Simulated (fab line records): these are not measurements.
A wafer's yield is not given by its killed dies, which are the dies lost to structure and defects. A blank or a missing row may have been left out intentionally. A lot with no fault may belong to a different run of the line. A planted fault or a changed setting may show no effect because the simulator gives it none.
Matching of chambers + flow n5 finfet + 4 sister chambers for N5_BEOL_M14_ETCH_59 on rie diel-06
The step etches BARC in N2/H2, target depth 89 nm, overetch 26.7 nm, time 67.9 s. 4 wafers are shown with their chamber, then 8 later ones without.

WAFERS PAIRED WITH THEIR CHAMBERS
| wafer  | chamber | showerhead plenum p Torr (Torr) |
|--------|---------|---------------------------------|
| L080.5 | 2       | 2.62                            |
| L086.1 | 0       | 2.50                            |
| L090.5 | 3       | 2.50                            |
| L091.1 | 1       | 2.54                            |

WAFERS WHOSE CHAMBER IS MISSING
| wafer  | showerhead plenum p Torr (Torr) |
|--------|---------------------------------|
| L091.4 | 2.61                            |
| L091.6 | 2.50                            |
| L095.1 | 2.49                            |
| L095.2 | 2.50                            |
| L095.4 | 2.54                            |
| L097.4 | 2.54                            |
| L097.5 | 2.50                            |
| L097.6 | 2.49                            |

CHAMBER TAKEN BY EACH
| wafer  | from the rows above     | in truth |
|--------|-------------------------|----------|
| L091.4 | 2                       | 2        |
| L091.6 | can't be placed: 0 or 3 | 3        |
| L095.1 | can't be placed: 0 or 3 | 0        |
| L095.2 | can't be placed: 0 or 3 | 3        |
| L095.4 | 1                       | 1        |
| L097.4 | 1                       | 1        |
| L097.5 | can't be placed: 0 or 3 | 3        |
| L097.6 | can't be placed: 0 or 3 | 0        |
3 of 8 placed correctly. Cannot be placed on the basis of these rows: 5; the candidates contain the true chamber in 5. Number placed wrongly: 0.
How it was worked out, from the rows above alone: a wafer's distance from a chamber is the root of the sum, over the readings, of the square of ((its reading less the chamber's mean) divided by the reading's scatter). If the next closest chamber is less than 2 further off than the closest, the wafer can't be placed; otherwise it belongs to the closest. Each chamber's mean is taken over the wafers shown for it. The scatter: root of mean squared gap, hidden wafer to nearest shown wafer, with one shown wafer a chamber.
